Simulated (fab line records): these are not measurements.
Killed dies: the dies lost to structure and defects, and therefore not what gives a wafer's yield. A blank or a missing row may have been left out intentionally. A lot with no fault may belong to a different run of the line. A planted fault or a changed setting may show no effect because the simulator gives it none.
fab line records | flow n5-finfet
record: lots: 8 | wafers: 24 | last-day: 18
route steps=1938 shown SD_EPI_P@310 SD_ACTIVATION@330 BEOL_M4@1111 PASSIVATION@1936
lots untouched by any fault: they come from a run of this same line in which no faults occurred
start-h: start of the lot's first displayed wafer, in hours after the record's first day | wait-h: hours since the lot's step before | " repeats the value in the row above | L1.1+2: one row covering several wafers at once | - value missing, or start not given | * or withheld: withheld | < > ~ a bound
route shown NAME@n: a module of which the file shows steps, and the number in the route of the first | usual: average and standard deviation across the fault-free wafers | same: alike in all rows | chamber/n: place in a boat | sites: the reading at each site | _std_site: the values' standard deviation | _edge_site: mean of outer sites minus mean of inner sites | radius-mm: for every site, how far away it sits from the centre of the wafer | mask NAME#n: copy n | behind: the most recent tool/chamber to have shaped the wafer | hold: cause of the lot's hold/its duration in hours/its outcome | device: transistor that didn't switch, given as n, p or np | end of line: the same wafers' tests at the end of the route | a step given without rows: its recipe and nothing more | killed: at the first sort, the dies lost to defects and structure; wafer yield is something else | map: a wafer's dies, marking killed ones x, the rest . and places with no die _
set.NAME: setting as actually run; set.NAME@STEP: the setting as run at that earlier step | model.NAME: the simulator's own value behind a step, which no gauge read
one table for each step of the route and one row for each wafer, over a sample of lots
services: the hour from which a tool's chamber was out of use, counted from the record's first day as start-h (under 0 if before that day), plus the number of hours and why
== steps ==
step: N5_SD_EPI_P_ETCHBACK_46
recipe: chemistry: CH3F/O2 | mode: anisotropic-etchback | target: SiNx | target-depth-a: 175 | stop-on: SiO2 | over-etch-frac: 0.3 | ion-energy-ev: 120 | pressure-mtorr: 30 | source-w: 395 | bias-w: 73 | Ar_flow_sccm: 150 | CH3F_flow_sccm: 30 | O2_flow_sccm: 20
usual: drypump-motor-current-A: 5.7/0.49 | oes-product-au: 0.68/0.07 | rf-vpp-V: 299/4.8 | showerhead-plenum-p-Torr: 1.99/0.088 | throttle-valve-pct: 16.43/0.17
lot.wafer | tool        | chamber | start-h | wait-h | drypump-motor-current-A | oes-product-au | rf-hours-counter-h | rf-vpp-V | showerhead-plenum-p-Torr | throttle-valve-pct
L494.3    | rie-diel-04 | 2       | 58.95   | 0.0    | 6.2                     | 0.83           | 1                  | 306      | 2.13                     | 16.43
L494.5    | "           | 3       | "       | "      | 6.2                     | 0.70           | -                  | 296      | 1.95                     | 16.57
L494.6    | "           | 0       | "       | "      | 4.8                     | 0.59           | -                  | 296      | 1.89                     | 16.57
L497.2    | rie-diel-05 | 1       | 70.99   | 0.0    | 6.3                     | 0.62           | 166                | 298      | 1.99                     | 16.54
L497.5    | "           | 2       | "       | "      | 5.5                     | 0.72           | -                  | 294      | 1.95                     | 16.34
L497.6    | "           | 3       | "       | "      | 5.9                     | 0.78           | -                  | 298      | 2.13                     | 16.09
L498.3    | rie-diel-04 | 2       | 79.97   | 0.0    | 6.2                     | 0.80           | 6                  | 306      | 2.13                     | 16.45
L498.4    | "           | 3       | "       | "      | 6.1                     | 0.70           | 90                 | 294      | 1.95                     | 16.59
L498.6    | "           | 3       | "       | "      | 6.2                     | 0.70           | -                  | 294      | 1.95                     | 16.57
L508.1    | rie-diel-05 | 3       | 141.38  | 0.0    | 5.9                     | 0.75           | 33                 | 299      | 2.12                     | 16.12
L508.5    | "           | 3       | "       | "      | 5.9                     | 0.75           | -                  | 296      | 2.12                     | 16.11
L508.6    | "           | 2       | "       | "      | 5.5                     | 0.70           | -                  | 295      | 1.94                     | 16.37
L509.2    | rie-diel-05 | 3       | 144.10  | 0.0    | 5.9                     | 0.75           | 34                 | 298      | 2.12                     | 16.12
L509.5    | "           | 0       | "       | "      | 5.4                     | 0.60           | -                  | 307      | 1.88                     | 16.41
L509.6    | "           | 1       | "       | "      | 6.3                     | 0.61           | -                  | 299      | 1.98                     | 16.57
L514.1    | rie-diel-05 | 3       | 176.21  | 0.0    | 5.9                     | 0.73           | 43                 | 299      | 2.12                     | 16.13
L514.5    | "           | 0       | "       | "      | 5.4                     | 0.60           | -                  | 306      | 1.88                     | 16.45
L514.6    | "           | 3       | "       | "      | 5.9                     | 0.74           | -                  | 299      | 2.12                     | 16.16
L515.3    | rie-diel-05 | 2       | 179.88  | 0.0    | 5.5                     | 0.70           | 89                 | 294      | 1.94                     | 16.40
L515.5    | "           | 0       | "       | "      | 5.4                     | 0.60           | -                  | 306      | 1.88                     | 16.44
L515.6    | "           | 3       | "       | "      | 5.9                     | 0.73           | -                  | 299      | 2.12                     | 16.12
L516.1    | rie-diel-02 | 0       | 186.23  | 0.0    | 5.7                     | 0.62           | 189                | 301      | 1.99                     | 16.63
L516.2    | "           | 1       | "       | "      | 5.1                     | 0.80           | 9                  | 301      | 1.97                     | 16.38
L516.4    | "           | 3       | "       | "      | 5.7                     | 0.79           | 22                 | 298      | 1.96                     | 16.28
step: N5_SD_EPI_P_STRIP_40
recipe: chemistry: N2/H2 | power-w: 1000 | temp-c: 250 | h2-frac: 0.65 | overash-fraction: 0.3 | pressure-mtorr: withheld | n2-flow-sccm: 1750 | h2-flow-sccm: 3250
usual: drypump-motor-current-A: 6.00/0.24 | heater-power-w: 363/23 | n2-flow-sccm: 1750/5.5 | oes-product-au: 0.762/0.01
same: overash-fraction: 0.3
lot.wafer | tool            | chamber | start-h | wait-h | drypump-motor-current-A | heater-power-w | n2-flow-sccm | oes-product-au | rf-hours-counter-h
L494.3    | plasma-asher-01 | 0       | 59.39   | 0.0    | 5.67                    | 373            | 1751         | 0.756          | -
L494.5    | "               | 0       | "       | "      | 5.68                    | 387            | 1751         | 0.758          | -
L494.6    | "               | 1       | "       | "      | 5.91                    | 368            | 1754         | 0.773          | -
L497.2    | plasma-asher-02 | 0       | 71.41   | 0.0    | 6.39                    | 374            | 1751         | 0.752          | 87
L497.5    | "               | 1       | "       | "      | 6.11                    | 316            | 1750         | 0.779          | -
L497.6    | "               | 0       | "       | "      | 6.40                    | 376            | 1751         | 0.779          | -
L498.3    | plasma-asher-02 | 0       | 80.43   | 0.0    | 6.41                    | 370            | 1745         | 0.754          | -
L498.4    | "               | 1       | "       | "      | 6.10                    | 326            | 1747         | 0.776          | -
L498.6    | "               | 1       | "       | "      | 6.11                    | 318            | 1754         | 0.758          | -
L508.1    | plasma-asher-01 | 1       | 141.80  | 0.0    | 5.93                    | 363            | 1755         | 0.767          | 44
L508.5    | "               | 0       | "       | "      | 5.75                    | 381            | 1756         | 0.752          | -
L508.6    | "               | 1       | "       | "      | 5.93                    | 380            | 1754         | 0.763          | -
L509.2    | plasma-asher-01 | 0       | 144.52  | 0.0    | 5.72                    | 385            | 1746         | 0.768          | 45
L509.5    | "               | 0       | "       | "      | 5.77                    | 371            | 1756         | 0.750          | -
L509.6    | "               | 1       | "       | "      | 5.89                    | 371            | 1752         | 0.760          | -
L514.1    | plasma-asher-01 | 1       | 176.64  | 0.0    | 5.92                    | 379            | 1751         | 0.775          | 51
L514.5    | "               | 0       | "       | "      | 5.68                    | 379            | 1747         | 0.767          | -
L514.6    | "               | 1       | "       | "      | 5.86                    | 379            | 1751         | 0.763          | -
L515.3    | plasma-asher-02 | 1       | 180.32  | 0.0    | 6.09                    | 318            | 1749         | 0.742          | -
L515.5    | "               | 1       | "       | "      | 6.10                    | 314            | 1746         | 0.764          | -
L515.6    | "               | 0       | "       | "      | 6.41                    | 369            | 1750         | 0.747          | -
L516.1    | plasma-asher-02 | 1       | 186.65  | 0.0    | 6.11                    | 321            | 1754         | 0.768          | 111
L516.2    | "               | 0       | "       | "      | 6.41                    | 375            | 1751         | 0.753          | 111
L516.4    | "               | 0       | "       | "      | 6.38                    | 375            | 1739         | 0.769          | -
step: N5_SD_EPI_P_EPI_MEAS_23
recipe: mode: xrd
usual: thk-nm: 60.8/1.3
lot.wafer | tool          | chamber | start-h | wait-h | thk-nm
L494.3    | film-metro-01 | -       | 64.19   | 2.0    | 61.7
L494.5    | "             | -       | "       | "      | 60.8
L494.6    | "             | -       | "       | "      | 60.6
L497.2    | film-metro-02 | -       | 77.57   | 3.5    | 61.4
L497.5    | "             | -       | "       | "      | 62.2
L497.6    | "             | -       | "       | "      | 61.9
L498.3    | film-metro-01 | -       | 86.58   | 2.6    | 59.6
L498.4    | "             | -       | "       | "      | 57.8
L498.6    | "             | -       | "       | "      | 61.0
L508.1    | film-metro-01 | -       | 144.51  | 1.8    | 61.2
L508.5    | "             | -       | "       | "      | 62.0
L508.6    | "             | -       | "       | "      | 61.7
L509.2    | film-metro-01 | -       | 148.07  | 2.0    | 61.0
L509.5    | "             | -       | "       | "      | 62.1
L509.6    | "             | -       | "       | "      | 59.9
L514.1    | film-metro-01 | -       | 180.20  | 2.4    | 61.7
L514.5    | "             | -       | "       | "      | 63.3
L514.6    | "             | -       | "       | "      | 61.7
L515.3    | film-metro-02 | -       | 183.02  | 1.1    | 59.9
L515.5    | "             | -       | "       | "      | 60.7
L515.6    | "             | -       | "       | "      | 60.2
L516.1    | film-metro-01 | -       | 189.38  | 1.9    | 62.3
L516.2    | "             | -       | "       | "      | 61.6
L516.4    | "             | -       | "       | "      | 62.0
step: N5_SD_ACTIVATION_RTA_00
recipe: temp-c: 975 | time-s: 0 | ambient: N2 | idle-temp-c: 600 | ramp-up-c-per-s: 150 | ramp-down-c-per-s: 60 | cool-to-c: 600
usual: lamp-power-pct: 8.96/0.054 | lamp_zone_1_pct: 8.955/0.024 | lamp_zone_2_pct: 8.950/0.029 | lamp_zone_3_pct: 8.950/0.027 | lamp_zone_4_pct: 8.947/0.025 | lamp_zone_5_pct: 8.955/0.026 | lamp_zone_6_pct: 8.877/0.026 | lamp_zone_7_pct: 9.348/0.028 | wafer_temp_C_max: 974.9/1.9
lot.wafer | tool          | chamber | start-h | wait-h | lamp-power-pct | lamp_zone_1_pct | lamp_zone_2_pct | lamp_zone_3_pct | lamp_zone_4_pct | lamp_zone_5_pct | lamp_zone_6_pct | lamp_zone_7_pct | wafer_temp_C_max
L494.3    | rtp-anneal-01 | 0       | 64.52   | 0.2    | 8.98           | 8.997           | 8.941           | 8.993           | 8.941           | 8.997           | 8.869           | 9.343           | 978.0
L494.5    | "             | 0       | "       | "      | 8.96           | 8.939           | 8.969           | 8.942           | 8.987           | 8.982           | 8.927           | 9.407           | 976.0
L494.6    | "             | 0       | "       | "      | 9.04           | 8.981           | 8.939           | 8.924           | 8.908           | 8.982           | 8.888           | 9.367           | 974.6
L497.2    | rtp-anneal-02 | 0       | 77.80   | 0.1    | 8.91           | 8.957           | 8.982           | 8.952           | 8.917           | 8.939           | 8.910           | 9.317           | 975.6
L497.5    | "             | 0       | "       | "      | 8.96           | 8.954           | 8.946           | 8.948           | 8.937           | 9.005           | 8.849           | 9.442           | 974.3
L497.6    | "             | 0       | "       | "      | 8.96           | 8.886           | 8.946           | 8.953           | 8.948           | 8.973           | 8.914           | 9.321           | 973.9
L498.3    | rtp-anneal-02 | 0       | 86.95   | 0.1    | 9.05           | 8.945           | 8.920           | 8.958           | 8.986           | 8.940           | 8.859           | 9.352           | 978.2
L498.4    | "             | 0       | "       | "      | 9.03           | 8.935           | 8.890           | 8.950           | 8.942           | 8.983           | 8.886           | 9.369           | 974.5
L498.6    | "             | 0       | "       | "      | 8.93           | 8.939           | 8.922           | 8.917           | 8.970           | 8.965           | 8.891           | 9.329           | 970.8
L508.1    | rtp-anneal-02 | 0       | 144.84  | 0.1    | 8.56           | 8.568           | 8.547           | 8.541           | 8.565           | 8.540           | 8.524           | 8.923           | 974.6
L508.5    | "             | 0       | "       | "      | 8.67           | 8.592           | 8.605           | 8.559           | 8.559           | 8.555           | 8.502           | 8.897           | 976.5
L508.6    | "             | 0       | "       | "      | 8.48           | 8.562           | 8.541           | 8.566           | 8.540           | 8.543           | 8.502           | 8.942           | 972.9
L509.2    | rtp-anneal-02 | 0       | 148.41  | 0.2    | 8.53           | 8.544           | 8.588           | 8.537           | 8.546           | 8.521           | 8.493           | 8.936           | 973.9
L509.5    | "             | 0       | "       | "      | 8.54           | 8.561           | 8.547           | 8.605           | 8.584           | 8.546           | 8.480           | 8.910           | 977.2
L509.6    | "             | 0       | "       | "      | 8.60           | 8.583           | 8.527           | 8.566           | 8.549           | 8.607           | 8.501           | 8.922           | 978.1
L514.1    | rtp-anneal-01 | 0       | 180.54  | 0.2    | 8.93           | 8.921           | 8.930           | 8.934           | 8.921           | 8.991           | 8.845           | 9.318           | 975.4
L514.5    | "             | 0       | "       | "      | 8.96           | 8.943           | 8.901           | 8.951           | 8.932           | 8.938           | 8.874           | 9.371           | 972.3
L514.6    | "             | 0       | "       | "      | 9.05           | 9.007           | 8.910           | 8.945           | 8.876           | 8.926           | 8.845           | 9.322           | 976.2
L515.3    | rtp-anneal-01 | 0       | 183.31  | 0.1    | 8.91           | 8.957           | 8.924           | 8.948           | 8.947           | 8.963           | 8.843           | 9.326           | 974.8
L515.5    | "             | 0       | "       | "      | 8.96           | 8.985           | 8.899           | 8.980           | 8.973           | 8.920           | 8.879           | 9.403           | 976.0
L515.6    | "             | 0       | "       | "      | 8.96           | 8.927           | 8.951           | 8.952           | 8.951           | 8.988           | 8.908           | 9.355           | 978.8
L516.1    | rtp-anneal-01 | 0       | 189.68  | 0.1    | 9.00           | 8.953           | 8.957           | 8.994           | 8.951           | 8.927           | 8.831           | 9.342           | 974.8
L516.2    | "             | 0       | "       | "      | 8.97           | 8.978           | 8.986           | 8.911           | 8.982           | 8.965           | 8.857           | 9.338           | 974.5
L516.4    | "             | 0       | "       | "      | 9.00           | 8.982           | 8.874           | 8.928           | 8.941           | 8.964           | 8.861           | 9.385           | 977.6
step: N5_BEOL_M4_RC_MEAS_101
usual: DIBL_N: 36.4/1.6 | DIBL_P: 36.2/1.8 | IOFF_N: 0.159/0.029 | IOFF_P: 0.21/0.034 | ION_N: 670/12 | ION_P: 459/8.2 | REXT_N: 75.7/2 | REXT_P: 100.7/2.1 | SS_N: 71.5/0.59 | SS_P: 73.2/0.54 | VT_N: 250/3.3 | VT_N_LVT: 99/3.3 | VT_P: -250/3.7
lot.wafer | tool      | chamber | start-h | wait-h | DIBL_N[mV/V] | DIBL_P[mV/V] | IOFF_N[nA/um] | IOFF_P[nA/um] | ION_N[uA/um] | ION_P[uA/um] | REXT_N[ohm.um] | REXT_P[ohm.um] | SS_N[mV/dec] | SS_P[mV/dec] | VT_N[mV] | VT_N_LVT[mV] | VT_P[mV]
L494.3    | prober-02 | 0       | 188.80  | 0.3    | 35.8         | 37.4         | 0.150         | 0.20          | 673          | 460          | 75.0           | 100.3          | 71.2         | 73.4         | 248      | 99           | -251
L494.5    | "         | 0       | "       | "      | 36.6         | 37.3         | 0.153         | 0.20          | 659          | 447          | 74.6           | 102.9          | 71.3         | 73.6         | 251      | 100          | -252
L494.6    | "         | 0       | "       | "      | 36.6         | 37.5         | 0.164         | 0.21          | 671          | 459          | 74.2           | 101.5          | 71.5         | 73.1         | 251      | 98           | -254
L497.2    | prober-02 | 0       | 209.13  | 0.2    | 38.1         | 36.5         | 0.204         | 0.25          | 697          | 472          | 74.9           | 101.6          | 72.2         | 73.0         | 248      | 94           | -247
L497.5    | "         | 0       | "       | "      | 39.7         | 38.4         | 0.260         | 0.31          | 698          | 477          | 74.5           | 99.4           | 72.9         | 73.5         | 243      | 92           | -241
L497.6    | "         | 0       | "       | "      | 37.4         | 35.3         | 0.191         | 0.24          | 683          | 469          | 75.1           | 102.3          | 72.1         | 73.2         | 247      | 96           | -247
L498.3    | prober-01 | 0       | 211.86  | 0.3    | 37.4         | 39.1         | 0.216         | 0.26          | 689          | 473          | 75.6           | 100.8          | 71.9         | 73.9         | 241      | 93           | -246
L498.4    | "         | 0       | "       | "      | 34.0         | 34.9         | 0.136         | 0.20          | 673          | 460          | 74.8           | 100.0          | 70.8         | 73.1         | 251      | 99           | -253
L498.6    | "         | 0       | "       | "      | 35.3         | 35.5         | 0.154         | 0.19          | 667          | 454          | 74.4           | 101.1          | 71.1         | 73.5         | 250      | 97           | -253
L508.1    | prober-02 | 0       | 258.39  | 0.0    | 31.2         | 33.9         | 0.083         | 0.16          | 620          | 441          | 92.1           | 109.6          | 70.2         | 72.6         | 260      | 108          | -255
L508.5    | "         | 0       | "       | "      | 31.0         | 33.3         | 0.081         | 0.15          | 631          | 449          | 91.4           | 108.3          | 70.1         | 72.4         | 261      | 108          | -255
L508.6    | "         | 0       | "       | "      | 31.1         | 31.2         | 0.074         | 0.12          | 607          | 434          | 89.3           | 108.1          | 70.6         | 72.5         | 263      | 111          | -258
L509.2    | prober-02 | 0       | 285.85  | 0.2    | 30.6         | 32.5         | 0.075         | 0.14          | 614          | 437          | 90.2           | 106.3          | 70.1         | 72.6         | 261      | 110          | -259
L509.5    | "         | 0       | "       | "      | 32.7         | 35.0         | 0.097         | 0.18          | 625          | 445          | 92.1           | 106.1          | 70.8         | 72.8         | 256      | 106          | -253
L509.6    | "         | 0       | "       | "      | 32.2         | 34.0         | 0.096         | 0.16          | 622          | 441          | 90.2           | 106.8          | 69.9         | 72.9         | 259      | 106          | -257
L514.1    | prober-02 | 0       | 304.09  | 0.0    | 39.1         | 37.3         | 0.199         | 0.22          | 683          | 460          | 73.3           | 97.2           | 71.9         | 73.5         | 247      | 95           | -250
L514.5    | "         | 0       | "       | "      | 38.5         | 36.3         | 0.188         | 0.21          | 695          | 470          | 72.3           | 95.8           | 71.4         | 73.1         | 245      | 95           | -250
L514.6    | "         | 0       | "       | "      | 39.0         | 38.0         | 0.196         | 0.25          | 679          | 462          | 74.1           | 96.2           | 71.4         | 73.4         | 245      | 95           | -246
L515.3    | prober-02 | 0       | 311.25  | 0.3    | 35.5         | 34.9         | 0.113         | 0.14          | 649          | 443          | 73.1           | 98.8           | 71.2         | 72.3         | 257      | 104          | -262
L515.5    | "         | 0       | "       | "      | 38.6         | 39.7         | 0.190         | 0.20          | 673          | 453          | 73.5           | 100.1          | 72.2         | 73.7         | 250      | 96           | -253
L515.6    | "         | 0       | "       | "      | 36.9         | 37.1         | 0.152         | 0.16          | 675          | 455          | 72.7           | 100.4          | 71.9         | 72.9         | 251      | 97           | -258
L516.1    | prober-01 | 0       | 331.48  | 0.0    | 36.1         | 37.1         | 0.157         | 0.22          | 657          | 458          | 76.8           | 97.7           | 71.7         | 73.4         | 253      | 101          | -250
L516.2    | "         | 0       | "       | "      | 37.3         | 39.1         | 0.196         | 0.26          | 689          | 472          | 78.0           | 98.4           | 71.7         | 73.6         | 247      | 96           | -248
L516.4    | "         | 0       | "       | "      | 33.1         | 34.9         | 0.117         | 0.19          | 652          | 460          | 77.4           | 97.1           | 70.8         | 72.5         | 253      | 103          | -250
step: N5_PASSIVATION_PROBE_49
usual: defect-limited-yield: 91.1/1.5 | killed_at_M0_to_M3: 33/9.9 | killed_at_M4_up: 14/5.2 | killed-at-contacts: 12/6.7 | killed-at-front-end: 43/13 | killed-at-other: 3.4/2.7 | killed-dies: 105/17 | killed-open: 69/13 | killed-short: 33/7.5 | sort_bin_5_function: 5.2/0.91 | sort_bin_6_memory: 3.3/0.71 | sort_bin_8_speed: 0.00/0.032 | sort-n-pass: 1075/17 | sort-yield-pct: 91.1/1.5
same: gross-dies: 1180 | killed-at-back-side: 0 | sort_bin_4_leakage[%]: 0
lot.wafer | tool      | chamber | start-h | wait-h | defect-limited-yield[%] | killed_at_M0_to_M3 | killed_at_M4_up | killed-at-contacts | killed-at-front-end | killed-at-other | killed-dies | killed-open | killed-short | sort_bin_5_function[%] | sort_bin_6_memory[%] | sort_bin_8_speed[%] | sort-n-pass | sort-yield-pct[%]
L498.3    | prober-01 | -       | 323.75  | 0.1    | 92.1                    | 31                 | 14              | 11                 | 36                  | 1               | 93          | 70          | 20           | 3.7                    | 4.1                  | 0                   | 1087        | 92.1
L498.6    | prober-01 | -       | 323.90  | 0.3    | 93.2                    | 19                 | 23              | 12                 | 18                  | 8               | 80          | 59          | 20           | 3.7                    | 2.9                  | 0                   | 1100        | 93.2
L508.1    | prober-02 | -       | 360.23  | 0.0    | 91.1                    | 47                 | 9               | 16                 | 30                  | 3               | 105         | 64          | 39           | 5.8                    | 3.0                  | 54.92               | 427         | 36.2
L508.5    | prober-02 | -       | 360.43  | 0.2    | 92.1                    | 32                 | 17              | 10                 | 28                  | 6               | 93          | 58          | 33           | 5.2                    | 2.4                  | 24.83               | 794         | 67.3
L508.6    | prober-02 | -       | 360.48  | 0.3    | 92.5                    | 29                 | 10              | 21                 | 28                  | 1               | 89          | 57          | 32           | 5.1                    | 2.5                  | 83.90               | 101         | 8.6
L509.2    | prober-01 | -       | 384.05  | 0.8    | 93.4                    | 28                 | 10              | 9                  | 30                  | 1               | 78          | 52          | 25           | 3.8                    | 2.5                  | 64.41               | 342         | 29.0
L509.5    | prober-01 | -       | 384.20  | 1.0    | 91.4                    | 38                 | 6               | 5                  | 53                  | 0               | 102         | 80          | 22           | 5.8                    | 2.7                  | 21.69               | 822         | 69.7
L509.6    | prober-01 | -       | 384.25  | 1.0    | 92.9                    | 15                 | 12              | 1                  | 55                  | 1               | 84          | 45          | 38           | 4.4                    | 2.5                  | 28.22               | 763         | 64.7
killed by level:class
L498.3 BEOL_M2:geometric-particle:open=15 BEOL_M4:geometric-particle:open=11 MOL_CONTACT_COAG:geometric-particle:open=10 STI_FIN_REVEAL:geometric-particle:open=8 ILD0:geometric-particle:open=5 FIN_SAQP:geometric-particle:open=4 DUMMY_GATE:geometric-particle:open=4 FIN_SAQP:geometric-particle:short=3
L498.6 BEOL_M4:geometric-particle:open=15 BEOL_M2:geometric-particle:open=12 MOL_CONTACT_COAG:geometric-particle:open=8 STI_FIN_REVEAL:geometric-particle:open=4 STARTING-WAFER:geometric-particle:open=4 FIN_SAQP:geometric-particle:open=3 MOL_CONTACT_COAG:geometric-particle:short=3 BEOL_M4:geometric-particle:short=3
L508.1 BEOL_M0_SAQP:geometric-particle:short=13 BEOL_M2:geometric-particle:open=12 MOL_CONTACT_COAG:geometric-particle:open=11 BEOL_M0_SAQP:geometric-particle:open=8 BEOL_M1:geometric-particle:open=8 FIN_SAQP:geometric-particle:open=7 FIN_SAQP:geometric-particle:short=6 MOL_CONTACT_COAG:geometric-particle:short=5
L508.5 BEOL_M2:geometric-particle:open=11 FIN_SAQP:geometric-particle:short=8 BEOL_M1:geometric-particle:open=8 BEOL_M4:geometric-particle:open=8 FIN_SAQP:geometric-particle:open=7 MOL_CONTACT_COAG:geometric-particle:open=6 MIM_TOP_ETCH:geometric-particle:short=5 MOL_CONTACT_COAG:geometric-particle:short=4
L508.6 MOL_CONTACT_COAG:geometric-particle:open=19 FIN_SAQP:geometric-particle:short=8 BEOL_M0_SAQP:geometric-particle:short=6 FIN_SAQP:geometric-particle:open=5 BEOL_M1:geometric-particle:open=5 STI_FIN_REVEAL:geometric-particle:open=4 BEOL_M0_SAQP:geometric-particle:open=4 BEOL_M2:geometric-particle:open=4
L509.2 BEOL_M2:geometric-particle:open=18 MOL_CONTACT_COAG:geometric-particle:open=6 GATE_CUT:geometric-particle:short=5 FIN_SAQP:geometric-particle:open=4 FIN_SAQP:geometric-particle:short=4 GATE_CUT:geometric-particle:open=4 STARTING-WAFER:geometric-particle:open=4 BEOL_M2:geometric-particle:short=4
L509.5 STI_FIN_REVEAL:geometric-particle:open=22 BEOL_M2:geometric-particle:open=16 FIN_SAQP:geometric-particle:open=13 BEOL_M3:geometric-particle:open=7 FIN_SAQP:geometric-particle:short=5 MOL_CONTACT_COAG:geometric-particle:open=5 STI_FIN_REVEAL:geometric-particle:short=4 BEOL_M0_SAQP:geometric-particle:open=4
L509.6 FIN_SAQP:geometric-particle:short=15 STI_FIN_REVEAL:geometric-particle:open=8 GATE_CUT:geometric-particle:short=8 FIN_SAQP:geometric-particle:open=6 STARTING-WAFER:geometric-particle:short=5 BEOL_M2:geometric-particle:open=5 DUMMY_GATE:geometric-particle:open=4 BEOL_M1:geometric-particle:open=4
== services ==
tool            | chamber | start-h | hours | kind
plasma-asher-02 | -       | 37.26   | 1.7   | repair
rie-diel-04     | 2       | 42.21   | -     | clean
rie-diel-04     | 2       | 42.21   | -     | consumable-replace:focus-ring
rie-diel-04     | 2       | 42.21   | -     | consumable-replace:showerhead
rie-diel-04     | 2       | 42.21   | 14.1  | scheduled-down
rie-diel-04     | 2       | 42.21   | 14.1  | vent-cycle
rie-diel-05     | 0       | 44.41   | 2.8   | repair
rie-diel-05     | 1       | 45.34   | 8.6   | repair
plasma-asher-02 | -       | 52.32   | 1.4   | repair
rie-diel-02     | 3       | 77.62   | -     | clean
rie-diel-02     | 3       | 77.62   | -     | consumable-replace:focus-ring
rie-diel-02     | 3       | 77.62   | 12.6  | scheduled-down
rie-diel-02     | 3       | 77.62   | 12.6  | vent-cycle
rie-diel-04     | 1       | 80.68   | 3.3   | repair
rtp-anneal-01   | -       | 105.79  | 69.1  | pm
rie-diel-02     | -       | 110.04  | 15.6  | pm
rie-diel-04     | 3       | 138.80  | 6.5   | repair
rie-diel-04     | 0       | 145.27  | -     | clean
rie-diel-04     | 0       | 145.27  | -     | consumable-replace:focus-ring
rie-diel-04     | 0       | 145.27  | -     | consumable-replace:showerhead
rie-diel-04     | 0       | 145.27  | 22.0  | scheduled-down
rie-diel-04     | 0       | 145.27  | 22.0  | vent-cycle
rie-diel-02     | 2       | 146.85  | 7.3   | repair
rie-diel-02     | -       | 174.45  | 5.9   | repair
== key ==
first-sign: step: N5_SD_ACTIVATION_RTA_00 | reading: lamp_zone_1_pct | direction: down | sigmas: 16 | usual: * | struck: *
effect: step: N5_SD_ACTIVATION_RTA_00 | reading: lamp_zone_5_pct | direction: down | sigmas: 16 | usual: * | struck: *
effect: step: N5_BEOL_M4_RC_MEAS_101 | reading: REXT_N | direction: up | sigmas: 7.6 | usual: 75.7 | struck: 90.9
effect: step: N5_BEOL_M4_RC_MEAS_101 | reading: ION_N | direction: down | sigmas: 4.1 | usual: 670 | struck: 620
effect: step: N5_BEOL_M4_RC_MEAS_101 | reading: REXT_P | direction: up | sigmas: 3.3 | usual: 100.7 | struck: 107.5
effect: step: N5_BEOL_M4_RC_MEAS_101 | reading: DIBL_N | direction: down | sigmas: 3.1 | usual: 36.4 | struck: 31.5
effect: step: N5_BEOL_M4_RC_MEAS_101 | reading: VT_N | direction: up | sigmas: 3 | usual: 250 | struck: 260
effect: step: N5_BEOL_M4_RC_MEAS_101 | reading: VT_N_LVT | direction: up | sigmas: 2.7 | usual: 99 | struck: 108
effect: step: N5_BEOL_M4_RC_MEAS_101 | reading: SS_N | direction: down | sigmas: 2.2 | usual: 71.5 | struck: 70.3 | wafers-moved: 2
effect: step: N5_BEOL_M4_RC_MEAS_101 | reading: ION_P | direction: down | sigmas: 2.1 | usual: 459 | struck: 441
effect: step: N5_BEOL_M4_RC_MEAS_101 | reading: IOFF_P | direction: down | sigmas: 1.7 | usual: 0.21 | struck: 0.15
effect: step: N5_BEOL_M4_RC_MEAS_101 | reading: DIBL_P | direction: down | sigmas: 1.6 | usual: 36.2 | struck: 33.3
effect: step: N5_BEOL_M4_RC_MEAS_101 | reading: VT_P | direction: down | sigmas: 1.5 | usual: -250 | struck: -256
effect: step: N5_PASSIVATION_PROBE_49 | reading: sort_bin_8_speed | direction: up | sigmas: 99+ | usual: 0.00 | struck: 46.33
met-at N5_SD_ACTIVATION_RTA_00
struck-lots L508,L509
not-acting-at N5_SD_EPI_P_ETCHBACK_46,N5_SD_EPI_P_STRIP_40,N5_SD_EPI_P_EPI_MEAS_23
onset-between 86.95 144.84
fault: kind: process-parameter-drift | tool: rtp-anneal-02 | chamber: - | onset-h: 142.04 | steps: N5_SD_ACTIVATION_RTA_00 | channel: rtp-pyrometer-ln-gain | offset: 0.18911 | shape: step | end-h: 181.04
